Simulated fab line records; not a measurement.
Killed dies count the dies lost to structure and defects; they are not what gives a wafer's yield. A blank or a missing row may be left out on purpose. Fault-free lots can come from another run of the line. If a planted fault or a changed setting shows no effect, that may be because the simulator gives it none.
Matching of chambers    flow n5-finfet    rie-diel-04 running N5_DUMMY_REMOVAL_STRIP_10: 4 sister chambers
The step strips in N2/H2, time 40 s. 4 wafers are shown with their chamber, then 9 later ones without.

WAFERS, EACH WITH ITS CHAMBER
wafer   chamber  oes-product-au (a.u.)
L085.6  0        0.72
L086.5  2        0.71
L087.1  3        0.91
L087.5  1        0.82

WAFERS WHOSE CHAMBER IS MISSING
wafer   oes-product-au (a.u.)
L091.3  0.71
L091.5  0.90
L091.6  0.71
L092.1  0.81
L092.3  0.72
L092.5  0.71
L095.3  0.89
L095.5  0.71
L095.6  0.80

WHICH CHAMBER EACH WENT THROUGH
wafer   from the rows above      in truth
L091.3  can't be placed: 2 or 0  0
L091.5  3                        3
L091.6  can't be placed: 2 or 0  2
L092.1  1                        1
L092.3  can't be placed: 0 or 2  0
L092.5  can't be placed: 2 or 0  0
L095.3  3                        3
L095.5  can't be placed: 2 or 0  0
L095.6  1                        1
Correctly placed: 4 of 9. Cannot be placed on the basis of these rows: 5; the candidates contain the true chamber in 5. Wrongly placed: 0.
How it was worked out, from the rows above alone: a wafer's distance from a chamber is the root of the sum, over the readings, of the square of ((its reading less the chamber's mean) divided by the reading's scatter). The wafer belongs to the nearest chamber; if the next one is less than 2 further off, it can't be placed. The mean given for a chamber averages the wafers shown for that chamber. The scatter: with one shown wafer a chamber, the root of the mean of the squares of how far each hidden wafer lies from its nearest shown one.
